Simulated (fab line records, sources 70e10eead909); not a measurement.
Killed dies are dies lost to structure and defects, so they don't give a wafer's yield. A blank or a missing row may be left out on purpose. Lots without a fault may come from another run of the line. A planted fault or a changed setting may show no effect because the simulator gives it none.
Tool commonality check | flow nand_harc | 4 lots, 12 wafers sampled

WHY IT WAS OPENED
At NHARC_END_SORT_01 the reading killed_dies is flagged on 3 of 4 lots. Wafers without a fault read 32, standard deviation 9.
Rule: a lot is flagged when every wafer of it that has a number lies more than 4 standard deviations from that mean, or none has a number. The other lots count as sound.

lot  | measured     | on        | killed_dies, wafer by wafer | flag
L880 | day 22 22:19 | prober-02 | 677 677 677                 | FLAGGED
L879 | day 23 15:31 | prober-02 | 677 677 677                 | FLAGGED
L884 | day 23 22:34 | prober-02 | 677 677 677                 | FLAGGED
L886 | day 24 12:34 | prober-02 | 39 39 40                    |
The numbers of the flagged lots are 677 on average: +645 against the usual, or +72 standard deviations.

WHICH TOOL RAN EACH LOT
The record holds 4 process steps before the reading, out of a route of 1159 steps. In each cell: the tool, then ch and the chambers that the sampled wafers went through, then the start.
lot  | flag    | NHARC_A_CONTACT_ETCH_75            | NHARC_A_CONTACT_ETCH_125             | NHARC_A_CONTACT_ETCH_126             | NHARC_A_CONTACT_ETCH_91
L880 | FLAGGED | rie_diel-13 ch 0,1,2, day 19 19:13 | har_cap_etch-01 ch 0,1, day 19 20:31 | har_cap_etch-01 ch 0,1, day 19 20:39 | rie_diel-06 ch 1,2, day 19 22:11
L879 | FLAGGED | rie_diel-09 ch 0,3, day 19 13:47   | har_cap_etch-02 ch 0,1, day 19 15:18 | har_cap_etch-02 ch 0,1, day 19 15:26 | rie_diel-13 ch 1,2,3, day 19 16:58
L884 | FLAGGED | rie_diel-13 ch 1,3, day 20 07:18   | har_cap_etch-01 ch 0,1, day 20 08:35 | har_cap_etch-01 ch 0,1, day 20 08:44 | rie_diel-13 ch 0,2,3, day 20 10:14
L886 |         | rie_diel-06 ch 1,2, day 20 17:32   | har_cap_etch-02 ch 0,1, day 20 18:47 | har_cap_etch-02 ch 0,1, day 20 18:55 | rie_diel-09 ch 1,2,3, day 20 20:32
What these steps do:
- NHARC_A_CONTACT_ETCH_75: etches the open film in CF4, target depth 39 nm, time 65 s.
- NHARC_A_CONTACT_ETCH_125: etches the open film in C4F8/O2/Ar, time 155 s, target depth 956 nm.
- NHARC_A_CONTACT_ETCH_126: etches the open film in C4F8/O2/Ar, time 155 s, target depth 956 nm.
- NHARC_A_CONTACT_ETCH_91: etches the open film in CH3F/O2, target depth 40 nm, time 85.7 s.
- NHARC_END_SORT_01

FLAGGED OVER TOTAL, TOOL BY TOOL (the gauges that took the reading come last)
step                     | tool            | lots run | flagged | share of the flagged lots | sound lots run after its first flagged lot
NHARC_A_CONTACT_ETCH_75  | rie_diel-06     | 1        | 0       | none                      | -
NHARC_A_CONTACT_ETCH_75  | rie_diel-09     | 1        | 1       | some                      | 0
NHARC_A_CONTACT_ETCH_75  | rie_diel-13     | 2        | 2       | some                      | 0
NHARC_A_CONTACT_ETCH_125 | har_cap_etch-01 | 2        | 2       | some                      | 0
NHARC_A_CONTACT_ETCH_125 | har_cap_etch-02 | 2        | 1       | some                      | 1 (L886)
NHARC_A_CONTACT_ETCH_126 | har_cap_etch-01 | 2        | 2       | some                      | 0
NHARC_A_CONTACT_ETCH_126 | har_cap_etch-02 | 2        | 1       | some                      | 1 (L886)
NHARC_A_CONTACT_ETCH_91  | rie_diel-06     | 1        | 1       | some                      | 0
NHARC_A_CONTACT_ETCH_91  | rie_diel-09     | 1        | 0       | none                      | -
NHARC_A_CONTACT_ETCH_91  | rie_diel-13     | 2        | 2       | some                      | 0
NHARC_END_SORT_01        | prober-02       | 4        | 3       | all                       | 1 (L886)

WHAT THE TABLE ALLOWS
1 row of the table ran every flagged lot: prober-02 at NHARC_END_SORT_01.
- prober-02 at NHARC_END_SORT_01: 3 of its 4 lots flagged. Sound lots ran on it after the first flagged one (L886), which a lasting fault on the whole tool wouldn't allow.
No row of the table ran every flagged lot and no sound lot after the first.

WHAT THE SIMULATOR HAD PUT IN
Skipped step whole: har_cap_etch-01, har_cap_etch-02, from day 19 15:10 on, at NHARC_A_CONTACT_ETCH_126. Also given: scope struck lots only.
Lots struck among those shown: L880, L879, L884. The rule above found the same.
